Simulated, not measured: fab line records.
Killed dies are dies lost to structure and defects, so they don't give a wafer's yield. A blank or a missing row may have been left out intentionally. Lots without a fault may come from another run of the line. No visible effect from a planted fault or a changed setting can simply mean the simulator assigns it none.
Split-lot experiment || flow n5 finfet || on a route of 1938 steps: 7 lots, 21 wafers read

## THE SPLIT
At N5_BEOL_M11_COAT_22 (resist thk 90 nm), the setting spin rpm was moved away from the recipe's 1500 rpm on 6 of the 21 wafers read, by -6.1% to +9.4%. All remaining wafers had this setting at the recipe value.

## FROM THE SPLIT TO THE READING: what the file shows between them, 2 steps
- N5_BEOL_M11_EBR_24
- N5_BEOL_M11_SOFTBAKE_23: time 60 s

## THE READING
CAR-ArF_of_BEOL_M11_COAT_22.thk nm (the simulator's own value, which no gauge read), in nm, at N5_BEOL_M11_DESCUM_33 (chemistry O2, time 7.9 s). The file gives no usual value for it. Across the 15 wafers here that went through the recipe, the average is 83.5 nm and the standard deviation 0.37 nm.

{"wafer": "L074.2", "tool, chamber at the split": "litho track-01, 0", "spin rpm as run, rpm": 1606, "against the recipe": "+7.1%", "CAR-ArF_of_BEOL_M11_COAT_22.thk nm, nm": 80.6, "against lot-mates on the recipe": -2.9}
{"wafer": "L074.3", "tool, chamber at the split": "litho track-01, 0", "spin rpm as run, rpm": 1500, "against the recipe": "recipe", "CAR-ArF_of_BEOL_M11_COAT_22.thk nm, nm": 83.4, "against lot-mates on the recipe": "-"}
{"wafer": "L074.5", "tool, chamber at the split": "litho track-01, 0", "spin rpm as run, rpm": 1500, "against the recipe": "recipe", "CAR-ArF_of_BEOL_M11_COAT_22.thk nm, nm": 83.6, "against lot-mates on the recipe": "-"}
{"wafer": "L086.3", "tool, chamber at the split": "litho track-02, 0", "spin rpm as run, rpm": 1641, "against the recipe": "+9.4%", "CAR-ArF_of_BEOL_M11_COAT_22.thk nm, nm": 80.2, "against lot-mates on the recipe": -3.9}
{"wafer": "L086.5", "tool, chamber at the split": "litho track-02, 0", "spin rpm as run, rpm": 1500, "against the recipe": "recipe", "CAR-ArF_of_BEOL_M11_COAT_22.thk nm, nm": 84, "against lot-mates on the recipe": "-"}
{"wafer": "L086.6", "tool, chamber at the split": "litho track-02, 0", "spin rpm as run, rpm": 1500, "against the recipe": "recipe", "CAR-ArF_of_BEOL_M11_COAT_22.thk nm, nm": 84.2, "against lot-mates on the recipe": "-"}
{"wafer": "L081.1", "tool, chamber at the split": "litho track-03, 0", "spin rpm as run, rpm": 1500, "against the recipe": "recipe", "CAR-ArF_of_BEOL_M11_COAT_22.thk nm, nm": 83, "against lot-mates on the recipe": "-"}
{"wafer": "L081.2", "tool, chamber at the split": "litho track-03, 0", "spin rpm as run, rpm": 1500, "against the recipe": "recipe", "CAR-ArF_of_BEOL_M11_COAT_22.thk nm, nm": 83, "against lot-mates on the recipe": "-"}
{"wafer": "L081.4", "tool, chamber at the split": "litho track-03, 0", "spin rpm as run, rpm": 1500, "against the recipe": "recipe", "CAR-ArF_of_BEOL_M11_COAT_22.thk nm, nm": 83.2, "against lot-mates on the recipe": "-"}
{"wafer": "L090.2", "tool, chamber at the split": "litho track-02, 0", "spin rpm as run, rpm": 1500, "against the recipe": "recipe", "CAR-ArF_of_BEOL_M11_COAT_22.thk nm, nm": 84, "against lot-mates on the recipe": "-"}
{"wafer": "L090.3", "tool, chamber at the split": "litho track-02, 0", "spin rpm as run, rpm": 1409, "against the recipe": "-6.1%", "CAR-ArF_of_BEOL_M11_COAT_22.thk nm, nm": 87, "against lot-mates on the recipe": "+3.1"}
{"wafer": "L090.6", "tool, chamber at the split": "litho track-02, 0", "spin rpm as run, rpm": 1500, "against the recipe": "recipe", "CAR-ArF_of_BEOL_M11_COAT_22.thk nm, nm": 83.8, "against lot-mates on the recipe": "-"}
{"wafer": "L089.3", "tool, chamber at the split": "litho track-01, 0", "spin rpm as run, rpm": 1500, "against the recipe": "recipe", "CAR-ArF_of_BEOL_M11_COAT_22.thk nm, nm": 83, "against lot-mates on the recipe": "-"}
{"wafer": "L089.4", "tool, chamber at the split": "litho track-01, 0", "spin rpm as run, rpm": 1612, "against the recipe": "+7.5%", "CAR-ArF_of_BEOL_M11_COAT_22.thk nm, nm": 79.8, "against lot-mates on the recipe": -3.3}
{"wafer": "L089.6", "tool, chamber at the split": "litho track-01, 0", "spin rpm as run, rpm": 1500, "against the recipe": "recipe", "CAR-ArF_of_BEOL_M11_COAT_22.thk nm, nm": 83.2, "against lot-mates on the recipe": "-"}
{"wafer": "L087.3", "tool, chamber at the split": "litho track-02, 0", "spin rpm as run, rpm": 1613, "against the recipe": "+7.5%", "CAR-ArF_of_BEOL_M11_COAT_22.thk nm, nm": 80.2, "against lot-mates on the recipe": -3.4}
{"wafer": "L087.4", "tool, chamber at the split": "litho track-02, 0", "spin rpm as run, rpm": 1613, "against the recipe": "+7.5%", "CAR-ArF_of_BEOL_M11_COAT_22.thk nm, nm": 80.4, "against lot-mates on the recipe": -3.2}
{"wafer": "L087.5", "tool, chamber at the split": "litho track-02, 0", "spin rpm as run, rpm": 1500, "against the recipe": "recipe", "CAR-ArF_of_BEOL_M11_COAT_22.thk nm, nm": 83.6, "against lot-mates on the recipe": "-"}
{"wafer": "L093.3", "tool, chamber at the split": "litho track-02, 0", "spin rpm as run, rpm": 1500, "against the recipe": "recipe", "CAR-ArF_of_BEOL_M11_COAT_22.thk nm, nm": 83.4, "against lot-mates on the recipe": "-"}
{"wafer": "L093.4", "tool, chamber at the split": "litho track-02, 0", "spin rpm as run, rpm": 1500, "against the recipe": "recipe", "CAR-ArF_of_BEOL_M11_COAT_22.thk nm, nm": 83.6, "against lot-mates on the recipe": "-"}
{"wafer": "L093.6", "tool, chamber at the split": "litho track-02, 0", "spin rpm as run, rpm": 1500, "against the recipe": "recipe", "CAR-ArF_of_BEOL_M11_COAT_22.thk nm, nm": 83.6, "against lot-mates on the recipe": "-"}

THE FIT
A straight line over all 21 wafers: CAR-ArF_of_BEOL_M11_COAT_22.thk nm changes by -0.44 nm for each +1% of spin rpm; r = -0.97; the points scatter about the line by 0.43 nm.
The same after taking each lot's own level away (the mean of its wafers on the recipe; 21 wafers): -0.441 nm for each +1%; r = -1.00; scatter 0.15 nm.
On that fit, the largest move of spin rpm shifts the reading by 4.1 nm.
From 83.07 to 84.10 nm: that is the span of the lots' own levels, equal to 2.8 times the standard deviation above.
Consequently the slope shifts little with the lot-to-lot level, the two slopes agreeing.
Check: for one of the wafers moved furthest among these (+9.4%), held out of the fit, the line's prediction against its lot-mates is -4.17 nm. Against them it came out at -3.9 nm.

## OTHER SPLITS APPLIED TO THESE WAFERS
These wafers also went through other splits before the reading. Each is held against what the fit with the lots' levels taken away leaves over:
{"other split on the same wafers": "N5_BEOL_M8_TRENCH_ETCH_37 time s", "wafers away from the commonest value": 4, "r with CAR-ArF_of_BEOL_M11_COAT_22.thk nm (lot level and that fit taken away)": -0.38}
{"other split on the same wafers": "N5_BEOL_M10_COAT_59 spin rpm", "wafers away from the commonest value": 2, "r with CAR-ArF_of_BEOL_M11_COAT_22.thk nm (lot level and that fit taken away)": -0.30}
{"other split on the same wafers": "N5_BEOL_M10_EXPOSE_08 dose mj", "wafers away from the commonest value": 4, "r with CAR-ArF_of_BEOL_M11_COAT_22.thk nm (lot level and that fit taken away)": -0.15}
{"other split on the same wafers": "N5_BEOL_M11_PECVD_70 temp c", "wafers away from the commonest value": 6, "r with CAR-ArF_of_BEOL_M11_COAT_22.thk nm (lot level and that fit taken away)": -0.15}
{"other split on the same wafers": "N5_BEOL_M11_COAT_63 spin rpm", "wafers away from the commonest value": 6, "r with CAR-ArF_of_BEOL_M11_COAT_22.thk nm (lot level and that fit taken away)": -0.09}

## THE WHOLE CHAIN: every reading that the file lists as answering this split, in the file's order
{"step": "N5_BEOL_M11_COAT_22", "what it does": "resist thk 90 nm", "reading": "CAR-ArF_of_BEOL_M11_COAT_22.thk nm (the simulator's own value, which no gauge read)", "change (the file's fit)": "-0.431 nm for each +1% of the setting", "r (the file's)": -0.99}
{"step": "N5_BEOL_M11_DESCUM_33", "what it does": "chemistry O2, time 7.9 s", "reading": "CAR-ArF_of_BEOL_M11_COAT_22.thk nm (the simulator's own value, which no gauge read)", "change (the file's fit)": "-0.436 nm for each +1% of the setting", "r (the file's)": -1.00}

## FILE'S OWN FIT
CAR-ArF_of_BEOL_M11_COAT_22.thk nm changes by -0.436 nm for each +1% of spin rpm, r = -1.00.
